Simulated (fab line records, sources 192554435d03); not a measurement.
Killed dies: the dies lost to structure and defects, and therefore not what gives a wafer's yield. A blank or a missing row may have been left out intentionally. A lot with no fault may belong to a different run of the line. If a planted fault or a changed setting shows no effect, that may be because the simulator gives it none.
One fault through the eyes of 2 desks + flow n5-finfet + what lay behind the numbers comes last; until then each desk has only its own

== THE DEFECT DESK ==
What the inspections along the route counted, lot by lot: means of the sampled wafers that have a number. A lot is out of limits, marked OUT, if its mean lies more than 4 standard deviations from the usual mean; the brackets give that distance.
Columns: A = raw-defect-count at N5_BEOL_M8_INSPECT_30, usual 392
| lot  | first seen here | A   |
|------|-----------------|-----|
| L241 | day 9 10:22     | 385 |
| L244 | day 10 03:12    | 477 |
| L243 | day 10 03:15    | 396 |
| L242 | day 10 12:50    | 372 |
| L245 | day 10 21:54    | 525 |
| L246 | day 11 23:25    | 454 |
| L248 | day 12 01:41    | 457 |
| L260 | day 14 21:05    | 326 |
| L262 | day 15 16:50    | 340 |
| L263 | day 15 21:56    | 375 |
This desk found nothing out of limits on any of the 10 lots.

== FROM THE METROLOGY DESK ==
Means of the sampled wafers that have a number, per lot and without regard to the tool the lot ran on: this is what the gauges read. A lot is out of limits, marked OUT, if its mean lies more than 4 standard deviations from the usual mean; the brackets give that distance.
Columns: A = cd-nm at N5_BEOL_M8_CD_MEAS_28, usual 39.97 nm
| lot  | first seen here | A     |
|------|-----------------|-------|
| L241 | day 9 10:17     | 40.17 |
| L244 | day 10 03:07    | 39.73 |
| L243 | day 10 03:10    | 39.83 |
| L242 | day 10 12:45    | 39.86 |
| L245 | day 10 21:49    | 40.24 |
| L246 | day 11 23:19    | 39.39 |
| L248 | day 12 01:36    | 39.74 |
| L260 | day 14 20:59    | 39.89 |
| L262 | day 15 16:44    | 40.10 |
| L263 | day 15 21:51    | 40.29 |
This desk found nothing out of limits on any of the 10 lots.

== TAKEN TOGETHER ==
No out-of-limits result turned up at the defect desk.
Metrology desk: nothing out of limits seen.

== WHAT HAD BEEN PUT IN BY THE SIMULATOR ==
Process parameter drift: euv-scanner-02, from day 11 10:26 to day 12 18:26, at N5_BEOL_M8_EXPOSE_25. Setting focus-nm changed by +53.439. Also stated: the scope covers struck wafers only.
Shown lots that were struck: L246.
